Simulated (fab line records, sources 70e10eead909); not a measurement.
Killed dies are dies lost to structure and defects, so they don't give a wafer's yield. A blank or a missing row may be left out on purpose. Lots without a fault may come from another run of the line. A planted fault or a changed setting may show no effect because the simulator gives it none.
Which tool did it? | flow nand_harc | 14 lots, 42 wafers sampled, at 2 steps of a route of 1159

WHAT THE GAUGES READ, wafer by wafer
NHARC_A_SLIT_INSPECT_11.
lot  | measured     | on                | raw_defect_count
L303 | day 14 18:29 | defect_inspect-01 | 8 5 10
L304 | day 16 02:17 | defect_inspect-01 | 4 10 9
L306 | day 16 05:59 | defect_inspect-01 | 22 15 6
L308 | day 16 18:13 | defect_inspect-02 | 11 7 9
L309 | day 16 23:08 | defect_inspect-01 | 27 29 35
L310 | day 16 23:18 | defect_inspect-02 | 13 14 10
L318 | day 18 16:01 | defect_inspect-01 | 31 24 29
L312 | day 18 15:52 | defect_inspect-02 | 32 27 35
L319 | day 19 15:08 | defect_inspect-02 | 15 13 10
L321 | day 20 02:48 | defect_inspect-01 | 16 8 10
L320 | day 20 03:04 | defect_inspect-02 | 15 16 16
L322 | day 20 04:38 | defect_inspect-01 | 21 25 22
L323 | day 20 13:38 | defect_inspect-02 | 17 12 6
L324 | day 20 13:29 | defect_inspect-02 | 9 10 14

WHICH TOOL RAN EACH LOT (tool, then ch and the chambers of the sampled wafers, then the start)
lot  | NHARC_A_SLIT_DEP_00
L303 | acl_dep-03 ch 0, day 14 15:40
L304 | acl_dep-01 ch 0, day 15 23:28
L306 | acl_dep-03 ch 0, day 16 03:19
L308 | acl_dep-01 ch 0, day 16 15:46
L309 | acl_dep-01 ch 0, day 16 20:41
L310 | acl_dep-02 ch 0, day 16 20:46
L318 | acl_dep-01 ch 0, day 18 13:18
L312 | acl_dep-03 ch 0, day 18 13:31
L319 | acl_dep-02 ch 0, day 19 12:40
L321 | acl_dep-02 ch 0, day 19 23:55
L320 | acl_dep-01 ch 0, day 20 00:49
L322 | acl_dep-02 ch 0, day 20 01:52
L323 | acl_dep-02 ch 0, day 20 10:41
L324 | acl_dep-01 ch 0, day 20 10:59
- NHARC_A_SLIT_DEP_00: deposits aC, target thk 3200 nm.

WHAT THE TOOLS THEMSELVES READ (means of the sampled wafers that have a number; where no wafer has one, the mark that the record gives instead)
NHARC_A_SLIT_DEP_00.
lot  | tool       | throttle_valve_pct (%)
L303 | acl_dep-03 | 34.998
L304 | acl_dep-01 | 35.006
L306 | acl_dep-03 | 35.000
L308 | acl_dep-01 | 35.016
L309 | acl_dep-01 | 34.998
L310 | acl_dep-02 | 35.007
L318 | acl_dep-01 | 34.992
L312 | acl_dep-03 | 35.003
L319 | acl_dep-02 | 35.002
L321 | acl_dep-02 | 35.005
L320 | acl_dep-01 | 35.005
L322 | acl_dep-02 | 34.993
L323 | acl_dep-02 | 34.999
L324 | acl_dep-01 | 34.997

THE ANSWER, worked out from the rows above alone
Rule: what is usual is taken from the lots themselves. Put in order of their means at a reading, lots are off if they are a third of the lots or fewer, leave a main group of 4 or more, and stand apart from it by a gap of 3 or more times the standard deviation of the main group's means; of several such gaps the widest counts. A main group whose means are all the same, to the digits that the tables above print for the reading, isn't used. A lot without any number at a reading at which 4 lots or more have one is off too. The other lots that the step has rows for count as sound. The gauges are gone through in route order, then the tools' own readings, and for those a lot's mean is taken as printed above. The first step at which some lot is off is used, and at that step the reading that is off furthest; a lot without a number counts as furthest.
No lot is off at any reading shown: from this, nothing can be told.

WHAT THE SIMULATOR HAD PUT IN
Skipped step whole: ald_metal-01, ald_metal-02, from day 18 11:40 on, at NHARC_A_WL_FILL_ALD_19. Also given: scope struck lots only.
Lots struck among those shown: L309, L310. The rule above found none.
